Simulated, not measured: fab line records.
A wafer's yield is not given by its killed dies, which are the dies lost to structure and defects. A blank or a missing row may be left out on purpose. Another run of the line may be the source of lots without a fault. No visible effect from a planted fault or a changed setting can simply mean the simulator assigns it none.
Chamber matching | flow n5_finfet | wet_bench-04 running N5_BEOL_M10_PRECLEAN_42: 7 sister chambers
The step cleans in residue remover, time 60 s. 11 wafers are shown with their chamber, then 5 later ones without.

## WAFERS PAIRED WITH THEIR CHAMBERS
wafer  | chamber | bath_heat_duty_pct (%)
L417.3 | 3       | 5.3
L417.5 | 0       | 4.6
L421.3 | 2       | 3.6
L421.6 | 5       | 4.6
L423.2 | 3       | 5.0
L423.6 | 2       | 4.4
L425.1 | 1       | 5.6
L425.3 | 7       | 4.4
L425.6 | 4       | 5.2
L424.1 | 4       | 4.9
L424.4 | 1       | 5.5

## WAFERS WHOSE CHAMBER IS MISSING
wafer  | bath_heat_duty_pct (%)
L424.5 | 4.0
L427.3 | 4.9
L427.5 | 4.4
L431.1 | 3.9
L431.2 | 5.3

## THE CHAMBER EACH PASSED THROUGH
wafer  | from the rows above                         | in truth
L424.5 | can't be placed: 2 or 7 or 0 or 5           | 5
L427.3 | can't be placed: 4 or 3 or 0 or 5 or 7 or 1 | 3
L427.5 | can't be placed: 7 or 0 or 5 or 2           | 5
L431.1 | can't be placed: 2 or 7 or 0 or 5           | 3
L431.2 | can't be placed: 3 or 4 or 1 or 0 or 5      | 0
Placed correctly: 0 of 5. Not placeable from these rows: 5 (in 4, the candidates include the true chamber). Wrongly placed: 0.
How it was worked out, from the rows above alone: a wafer's distance from a chamber is the root of the sum, over the readings, of the square of ((its reading less the chamber's mean) divided by the reading's scatter). The wafer belongs to the nearest chamber; if the next one is less than 2 further off, it can't be placed. Each chamber's mean is taken over the wafers shown for it. The scatter: the root of (the sum of the squares of (reading less its chamber's mean) over the shown wafers, divided by (wafers less chambers)).
